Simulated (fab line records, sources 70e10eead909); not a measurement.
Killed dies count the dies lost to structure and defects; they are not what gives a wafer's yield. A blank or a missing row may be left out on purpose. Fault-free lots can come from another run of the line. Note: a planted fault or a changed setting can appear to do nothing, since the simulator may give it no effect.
A lot that was struck, set against a sound lot    flow nand harc    17 steps out of a route of 1302
Sound: wafers L816.1, L816.4, L816.5. Struck: wafer L820.3 (left out: L820.2, L820.5 of the same lot, which were not struck); the cause appears at the end.
At each step with rows: each side's tool, then ch and its chambers, then its first start. Under that, the readings that differ: sound wafers    struck wafers    difference of the means    sigmas: that difference in standard deviations of wafers without a fault.
alike: same words and numbers on both sides, and readings whose means sit less than 2 such deviations apart. not compared: any withheld reading, any reading some wafer has no value for, any bound like >300 that may hide the same value, and any number with overlapping values for which the record gives no deviation.
A row with sigmas, a row that says differs or no value, or rows on one side alone: a step with any of these is where the two part. Numbers that don't overlap but have no deviation are shown without sigmas and don't part them. Lack of a reading on every wafer of one side parts them only where that side has two or more wafers.

NHARC_P_GATE_DESCUM_93: chemistry O2, time 3 s.
  sound on rie diel-08 ch 0,1, day 7 12:55; struck on rie diel-08 ch 2, day 9 08:14
  alike: drypump motor current A, oes product au, rf vpp V, showerhead plenum p Torr, throttle valve pct
  not compared: rf hours counter h
then, 6 steps without rows for these wafers: NHARC_P_GATE_IMPLANT_94; NHARC_P_GATE_STRIP_113 (strips in N2/H2, time 740 s); NHARC_P_GATE_STRIP_95 (strips in O2); NHARC_P_GATE_STRIP_96 (strips in SPM, time 900 s); NHARC_P_GATE_RTA_64 (time 1 s); NHARC_P_GATE_ETCH_77 (etches SiO2 in dHF, target depth 6 nm).
NHARC_P_GATE_DEGAS_109: time 60 s.
  sound on pvd sputter-03, day 7 14:52; struck on pvd sputter-03, day 9 10:10
  alike: heater power w
then, 3 steps without rows for these wafers: NHARC_P_GATE_PRE_CLEAN_110 (time 30 s); NHARC_P_GATE_SPUTTER_78 (material Ni, target thk 10 nm); NHARC_P_GATE_SPUTTER_79 (material TiN, target thk 10 nm).
NHARC_P_GATE_RTA_80: time 30 s.
  sound on rtp anneal-02 ch 0, day 7 15:16; struck on rtp anneal-02 ch 0, day 9 10:30
  alike: lamp power pct, wafer_temp_C_max
NHARC_P_GATE_STRIP_67: strips in SPM, time 600 s.
  sound on wet bench-09 ch 1,5,6, day 7 15:28; struck on wet bench-07 ch 1, day 9 10:41
reading     sound                 struck  difference  sigmas
temp c (C)  129.95 129.91 130.19  129.72  -0.30       -2
NHARC_P_GATE_RTA_82: time 30 s.
  sound on rtp anneal-01 ch 0, day 7 15:44; struck on rtp anneal-01 ch 0, day 9 10:58
  alike: lamp power pct, wafer_temp_C_max
NHARC_P_GATE_INSPECT_68:
  sound on defect inspect-02, day 7 16:06; struck on defect inspect-02, day 9 11:08
reading           sound        struck  difference  sigmas
raw defect count  290 485 297  1298    +941        +13
NHARC_P_CONTACT_DEP_30: deposits SiNx, target thk 30 nm.
  sound on pecvd-02 ch 0,1, day 7 16:13; struck on pecvd-04 ch 2, day 9 11:12
  alike: heater power w
-- the record jumps here: 18 days lie between the struck wafers' starts before and after (it left off in module P_CONTACT and takes up again in module END, whose first step shown is number 1302 of the route) --
NHARC_END_SORT_01:
  at this point the record logs the struck wafers (prober-02 ch 0, day 27 21:43) and has no rows for the sound ones

WHERE THEY PART
First at NHARC_P_GATE_STRIP_67; last, within this record, at NHARC_END_SORT_01.

WHY: what the simulator had put in
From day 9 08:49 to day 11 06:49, wet bench-07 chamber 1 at NHARC_P_GATE_STRIP_67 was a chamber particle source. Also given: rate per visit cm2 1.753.
